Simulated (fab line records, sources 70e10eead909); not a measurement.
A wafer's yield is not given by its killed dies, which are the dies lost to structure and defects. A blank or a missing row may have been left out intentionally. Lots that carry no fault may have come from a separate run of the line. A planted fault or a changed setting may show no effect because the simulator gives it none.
fab line records | flow nand_harc
[record] lots = 6 wafers = 18 last_day = 31
route steps=1302 shown A_STAIRCASE@842
lots that met no fault: taken from a fault-free run of the same line
start_h: hours from the record's first day to the start of the lot's first wafer shown | wait_h: time in hours since the lot's previous step | " the same as in the row above | L1.1+2: several wafers, shown together as one row | - no value, or no start was given | * or withheld: withheld | < > ~ a bound
route shown NAME@n: names a module that has steps shown in the file, with the first one's number in the route | usual: mean/standard deviation taken from wafers without a fault | same: alike in all rows | chamber/n: place in a boat | sites: readings site by site | _std_site: their standard deviation | _edge_site: outer sites' mean less inner sites' | radius_mm: for every site, how far away it sits from the centre of the wafer | mask NAME#n: copy n | behind: the most recent tool/chamber to have shaped the wafer | hold: what put the lot on hold/how long, in hours/how the hold closed | device: names the non-switching transistor (n, p or np) | end of line: tests run on the same wafers once the route is complete | a step without rows: its recipe alone | killed: the dies lost at the first sort to structure and to defects; this is not the yield of the wafer | map: dies across one wafer; x = killed, . = not, _ = none there
set.NAME: the run value of the setting; set.NAME@STEP: its run value at that earlier step | model.NAME: the simulator's own value behind a step, which no gauge read
lots at selected steps of the route; one table per step, one row per wafer
services: a tool's chamber out of use, with start hour (start_h, from the record's first day; less than 0 if before it), hours out, and reason
[[steps]]
[step NHARC_A_STAIRCASE_ETCHBACK_416]
[recipe] target_depth_a = 360 time_s = 7.2 c4f8_flow_sccm = withheld o2_flow_sccm = 8 ar_flow_sccm = withheld rf_w = 600 bias_w = 800 chemistry = C4F8/O2/Ar
[usual] chamber_pressure_mTorr = 25.001/0.023 oes_product_au = 0.932/0.021 rf_fwd_power_W = 586.4/2.7 rf_vpp_V = 724/4.3
// columns lot.wafer tool chamber start_h wait_h chamber_pressure_mTorr oes_product_au rf_fwd_power_W rf_hours_counter_h rf_vpp_V
L519.4 rie_diel-04 0 - - 25.034 0.930 587.2 11 724
L519.2 " 2 " " 25.019 0.946 582.5 10 723
L519.5 " 1 " " 25.019 0.922 586.8 - 727
L522.3 rie_diel-13 0 - - 25.004 0.921 582.1 23 723
L522.2 " 1 " " 25.001 0.925 586.2 23 730
L522.4 " 1 " " 25.050 0.922 586.2 - 730
L527.3 rie_diel-13 3 468.40 1.6 25.006 0.928 587.3 36 721
L527.2 " 1 " " 24.963 0.916 588.9 39 729
L527.6 " 0 " " 25.024 0.933 588.8 - 723
L526.2 rie_diel-04 1 477.84 1.6 25.003 0.920 584.2 48 727
L526.3 " 2 " " 24.989 0.996 581.7 29 723
L526.6 " 3 " " 25.014 0.941 583.9 - 728
L536.3 rie_diel-02 3 - - 25.050 0.949 590.4 47 722
L536.2 " 2 " " 24.978 0.931 581.8 38 727
L536.6 " 0 " " 25.034 0.944 585.1 - 730
L535.4 rie_diel-04 3 - - 25.018 0.927 584.1 9 726
L535.1 " 0 " " 25.001 0.961 584.2 8 724
L535.5 " 2 " " 24.998 0.937 584.7 - 725
[step NHARC_A_STAIRCASE_STRIP_476]
[recipe] time_s = 20 o2_flow_sccm = 500 ar_flow_sccm = 0 bias_w = 0 chemistry = O2
[usual] chamber_pressure_mTorr = 60.00/0.049 drypump_motor_current_A = 6.0/0.6 oes_product_au = 1.002/0.013 rf_vpp_V = 57.9/0.8 showerhead_plenum_p_Torr = 3.57/0.14 throttle_valve_pct = 17.038/0.01
// columns lot.wafer tool chamber start_h wait_h chamber_pressure_mTorr drypump_motor_current_A oes_product_au rf_hours_counter_h rf_vpp_V showerhead_plenum_p_Torr throttle_valve_pct
L519.2 rie_diel-04 2 400.44 0.1 59.99 5.0 1.010 10 58.6 3.55 17.041
L519.4 " 3 " " 59.95 5.6 1.017 11 57.9 3.67 17.040
L519.5 " 3 " " 59.96 5.6 0.998 - 58.4 3.67 17.039
L522.2 rie_diel-13 3 425.62 0.1 60.00 6.1 0.973 20 56.4 3.51 17.038
L522.3 " 0 " " 59.91 5.3 0.984 23 56.9 3.51 17.032
L522.4 " 1 " " 59.95 6.5 0.988 - 58.7 3.76 17.039
L527.2 rie_diel-13 0 468.49 0.1 60.04 5.3 1.004 36 57.7 3.51 17.038
L527.3 " 2 " " 60.04 4.9 1.016 37 57.9 3.36 17.031
L527.6 " 1 " " 60.04 6.5 0.988 - 57.6 3.76 17.039
L526.3 rie_diel-04 0 477.97 0.1 59.95 5.9 1.024 44 58.1 3.60 17.042
L526.2 " 1 " " 59.91 5.8 1.001 48 58.2 3.63 17.055
L526.6 " 0 " " 59.97 5.9 1.018 - 57.8 3.60 17.042
L536.3 rie_diel-02 3 551.48 0.1 60.02 6.7 1.016 47 57.0 3.49 17.034
L536.2 " 1 " " 60.04 6.6 0.987 46 57.5 3.31 17.040
L536.6 " 2 " " 60.08 6.0 0.998 - 58.5 3.69 17.035
L535.1 rie_diel-04 3 561.90 0.1 59.95 5.6 1.004 9 57.6 3.63 17.033
L535.4 " 0 " " 60.00 5.9 1.044 8 56.9 3.59 17.037
L535.5 " 3 " " 59.95 5.6 1.006 - 58.6 3.63 17.035
[step NHARC_A_STAIRCASE_DEP_417]
[recipe] target_thk_a = 600 step_coverage_pct = 20 temp_c = 400 target_thk_nm = 60 flow_sccm = 200 rf_w = 450 material = Si3N4
[usual] heater_power_w = 711/88 rf_fwd_power_W = 449.2/1.5
// columns lot.wafer tool chamber start_h wait_h heater_power_w rf_fwd_power_W
L519.2 pecvd-01 0 400.58 - 737 449.2
L519.5 " 2 " " 775 451.2
L519.4 " 1 " " 534 449.5
L522.2 pecvd-01 1 425.72 - 602 450.7
L522.3 " 2 " " 860 448.4
L522.4 " 2 " " 873 450.7
L527.3 pecvd-04 1 468.58 - 638 448.7
L527.2 " 0 " " 666 448.1
L527.6 " 0 " " 642 447.8
L526.3 pecvd-03 1 478.10 - 788 449.3
L526.2 " 2 " " 682 450.1
L526.6 " 0 " " 670 449.1
L536.3 pecvd-01 0 551.61 - 771 450.9
L536.2 " 1 " " 676 448.8
L536.6 " 0 " " 782 452.6
L535.1 pecvd-03 0 561.99 - 645 448.0
L535.4 " 1 " " 780 448.9
L535.5 " 2 " " 760 451.2
[step NHARC_A_STAIRCASE_WET_418]
[recipe] temp_c = 160 target_depth_a = 200 chemistry = H3PO4
[step NHARC_A_STAIRCASE_PRECLEAN_419]
[recipe] time_s = * temp_c = 50 bath_age_min = 0 chemistry = SC1
[step NHARC_A_STAIRCASE_SRD_421]
[step NHARC_A_STAIRCASE_ALD_420]
[recipe] target_thk_a = 200 pulse_time_s = 6 ald_cycles = 200 temp_c = 300 material = SiO2
[usual] heater_power_w = 450/48 precursor_pulse_height_rel = 0.998/0.019
[same] pulse_time_s = 6
// columns lot.wafer tool chamber start_h wait_h heater_power_w precursor_pulse_height_rel
L519.2 ald_hk-04 0 403.40 - 386 1.003
L519.4 " 1 " " 574 0.976
L519.5 " 3 " " 436 0.989
L522.3 ald_hk-04 2 428.42 - 455 1.013
L522.4 " 3 " " 438 0.985
L522.2 " 0 " " 385 1.025
L527.2 ald_hk-04 0 471.93 - 386 0.974
L527.3 " 1 " " 568 0.988
L527.6 " 3 " " 454 1.026
L526.2 ald_hk-04 3 480.78 - 469 0.999
L526.3 " 2 " " 434 0.977
L526.6 " 0 " " 389 0.993
L536.2 ald_hk-04 3 554.61 - 459 1.012
L536.3 " 0 " " 401 0.966
L536.6 " 2 " " 436 0.999
L535.1 ald_hk-01 2 564.70 - 475 0.972
L535.4 " 1 " " 417 0.982
L535.5 " 2 " " 502 0.996
[step NHARC_A_STAIRCASE_CVD_552]
[recipe] target_thk_a = 400 temp_c = 700 pressure_mtorr = 300 material = SiNx
[step NHARC_A_STAIRCASE_DEP_151]
[recipe] target_thk_a = 72000 temp_c = 400 target_thk_nm = 7200 teos_flow_sccm = 200 rf_w = 500 material = SiO2
[usual] heater_power_w = 669/99 rf_fwd_power_W = 499.5/1.6
// columns lot.wafer tool chamber start_h wait_h heater_power_w rf_fwd_power_W
L519.2 pecvd-03 2 411.53 0.6 668 499.4
L519.4 " 1 " " 704 499.0
L519.5 " 0 " " 593 497.5
L522.2 pecvd-04 0 436.71 0.5 543 499.3
L522.3 " 1 " " 571 500.0
L522.4 " 1 " " 545 500.2
L527.2 pecvd-03 0 480.35 0.4 752 500.3
L527.3 " 1 " " 844 498.9
L527.6 " 0 " " 623 497.6
L526.3 pecvd-04 0 489.13 0.5 571 499.3
L526.2 " 1 " " 605 498.4
L526.6 " 2 " " 627 498.7
L536.2 pecvd-04 1 563.20 0.4 662 499.7
L536.3 " 0 " " 536 501.0
L536.6 " 0 " " 534 496.8
L535.1 pecvd-03 1 570.74 0.4 830 499.8
L535.4 " 2 " " 599 499.5
L535.5 " 0 " " 604 500.5
[step NHARC_A_STAIRCASE_ANNEAL_320]
[recipe] temp_c = 750 time_s = 1800
[step NHARC_A_STAIRCASE_DEP_322]
[recipe] target_thk_a = 72000 temp_c = 400 target_thk_nm = 7200 teos_flow_sccm = 200 rf_w = 500 material = SiO2
[step NHARC_A_STAIRCASE_ANNEAL_323]
[recipe] temp_c = 750 time_s = 1800
[usual] run_length_s = 1819/7.3 spike_tc_bottom_C = 773.3/1.6
// columns lot.wafer tool chamber start_h wait_h run_length_s spike_tc_bottom_C
L519.2 furnace-02 0 427.63 - 1816 773.9
L519.4 " 0 " " 1816 773.1
L519.5 " 0 " " 1816 774.4
L522.2 furnace-02 0 452.52 - 1817 773.6
L522.3 " 0 " " 1817 772.9
L522.4 " 0 " " 1817 772.0
L527.2 furnace-02 - 494.92 - - -
L527.3 " - " " - -
L527.6 " - " " - -
L526.2 furnace-04 - 500.94 - - -
L526.3 " - " " - -
L526.6 " - " " - -
L536.2 furnace-04 0 581.89 - 1812 774.6
L536.3 " 0 " " 1812 773.3
L536.6 " 0 " " 1812 774.5
L535.1 furnace-04 0 593.06 - 1813 772.5
L535.4 " 0 " " 1813 773.4
L535.5 " 0 " " 1813 774.5
[[services]]
// columns tool chamber start_h hours kind
rie_diel-13 2 377.01 6.5 repair
pecvd-03 2 385.59 7.6 repair
rie_diel-04 3 385.98 1.7 repair
rie_diel-04 0 388.53 - clean
rie_diel-04 1 388.53 - clean
rie_diel-04 2 388.53 - clean
rie_diel-02 2 395.21 33.8 repair
rie_diel-02 - 396.42 9.0 pm
rie_diel-02 3 405.54 8.1 repair
rie_diel-13 2 418.27 18.2 repair
ald_hk-04 - 432.00 10.0 pm
rie_diel-04 2 440.61 33.2 repair
pecvd-04 - 450.16 13.0 pm
pecvd-03 0 485.10 21.7 repair
pecvd-01 - 492.25 13.0 pm
ald_hk-01 - 492.84 0.6 repair
pecvd-01 - 516.97 3.1 repair
rie_diel-13 - 519.17 9.0 pm
rie_diel-04 - 532.03 9.0 pm
pecvd-03 - 547.00 13.0 pm
rie_diel-13 2 547.64 2.1 repair
pecvd-04 2 554.84 16.2 repair
furnace-02 - 568.27 26.0 pm
rie_diel-02 - 573.48 9.0 pm
[[key]]
[first_sign] step = NHARC_A_STAIRCASE_ANNEAL_323 reading = tool_record direction = missing
effect none on later readings
met_at NHARC_A_STAIRCASE_ANNEAL_323
struck_wafers L526.2,L526.3,L526.6,L527.2,L527.3,L527.6
later_rows_left_out L526.2,L526.3,L526.6,L527.2,L527.3,L527.6
sort_left_out L526.2,L526.3,L526.6,L527.2,L527.3,L527.6
tester_left_out L526,L527
onset_between 452.52 494.92
[fault] kind = skipped_step_whole tool = furnace-02,furnace-04 chamber = - onset_h = 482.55 steps = NHARC_A_STAIRCASE_ANNEAL_323 scope = struck_lots_only
// tester_left_out: of these lots the tester's yield and bins aren't shown, on N5 and GAA mostly nor the transistor test; their killed dies are dies lost to structure and defects alone, not to doping, threshold or leakage, so they don't give the yield
// sort_left_out: the simulated sort isn't trusted on such a fault, so these wafers' sort isn't shown, and their yield isn't known
// later_rows_left_out: the simulator's readings of these wafers behind a module that went badly wrong aren't trusted and aren't shown, but for the sort
